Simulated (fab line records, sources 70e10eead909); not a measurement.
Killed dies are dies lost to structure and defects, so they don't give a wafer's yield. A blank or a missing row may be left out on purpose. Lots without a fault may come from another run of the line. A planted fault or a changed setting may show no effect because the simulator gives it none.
Chamber matching | flow nand_harc | NHARC_A_STAIRCASE_DESCUM_312 on rie_diel-12: 4 sister chambers
The step chemistry O2, time 3 s. 4 wafers are shown with their chamber, then 11 later ones without.

WAFERS WITH THEIR CHAMBER
wafer  | chamber | drypump_motor_current_A (A)
L084.6 | 3       | 6.1
L088.3 | 1       | 6.0
L088.6 | 0       | 6.4
L090.1 | 2       | 5.1

WAFERS WITHOUT THEIR CHAMBER
wafer  | drypump_motor_current_A (A)
L090.2 | 6.1
L090.5 | 6.4
L095.1 | 6.1
L095.4 | 6.4
L095.5 | 5.2
L093.3 | 6.1
L093.4 | 6.4
L093.6 | 5.2
L096.1 | 6.1
L096.2 | 6.0
L096.4 | 5.2

WHICH CHAMBER EACH WENT THROUGH
wafer  | from the rows above     | in truth
L090.2 | can't be placed: 3 or 1 | 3
L090.5 | 0                       | 0
L095.1 | can't be placed: 3 or 1 | 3
L095.4 | 0                       | 0
L095.5 | 2                       | 2
L093.3 | can't be placed: 3 or 1 | 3
L093.4 | 0                       | 0
L093.6 | 2                       | 2
L096.1 | can't be placed: 3 or 1 | 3
L096.2 | can't be placed: 1 or 3 | 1
L096.4 | 2                       | 2
Placed correctly: 6 of 11. Can't be placed from these rows: 5 (the true chamber is among the candidates in 5). Placed wrongly: 0.
How it was worked out, from the rows above alone: a wafer's distance from a chamber is the root of the sum, over the readings, of the square of ((its reading less the chamber's mean) divided by the reading's scatter). The wafer belongs to the nearest chamber; if the next one is less than 2 further off, it can't be placed. A chamber's mean is the mean of its shown wafers. The scatter: with one shown wafer a chamber, the root of the mean of the squares of how far each hidden wafer lies from its nearest shown one.
